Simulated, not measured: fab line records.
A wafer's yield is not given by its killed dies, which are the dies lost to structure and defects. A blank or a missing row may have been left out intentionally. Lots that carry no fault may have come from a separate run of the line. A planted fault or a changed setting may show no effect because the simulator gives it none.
Chamber matching    flow nand-harc    4 sister chambers for NHARC_THIN_TSV_CMP_21 on cmp-02
The step polishes, t overpolish 30 s, target thk 2000 nm. 4 wafers are shown with their chamber, then 7 later ones without.

== WAFERS PAIRED WITH THEIR CHAMBERS ==
wafer   chamber  motor-current-A (A)
L202.3  2        12.2
L202.6  0        9.0
L201.3  3        12.5
L201.4  1        12.9

== WAFERS MISSING THEIR CHAMBER ==
wafer   motor-current-A (A)
L201.6  12.3
L204.2  12.3
L204.5  12.1
L204.6  13.0
L213.2  11.7
L213.3  12.8
L213.5  12.7

== WHICH CHAMBER EACH WENT THROUGH ==
wafer   from the rows above           in truth
L201.6  can't be placed: 2 or 3       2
L204.2  can't be placed: 2 or 3       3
L204.5  can't be placed: 2 or 3       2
L204.6  can't be placed: 1 or 3       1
L213.2  can't be placed: 2 or 3       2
L213.3  can't be placed: 1 or 3       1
L213.5  can't be placed: 3 or 1 or 2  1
Placed correctly: 0 of 7. Cannot be placed on the basis of these rows: 7; the candidates contain the true chamber in 7. Number placed wrongly: 0.
How it was worked out, from the rows above alone: a wafer's distance from a chamber is the root of the sum, over the readings, of the square of ((its reading less the chamber's mean) divided by the reading's scatter). If the next closest chamber is less than 2 further off than the closest, the wafer can't be placed; otherwise it belongs to the closest. For every chamber, the mean is computed from those of its wafers that are shown. The scatter: with one shown wafer a chamber, the root of the mean of the squares of how far each hidden wafer lies from its nearest shown one.
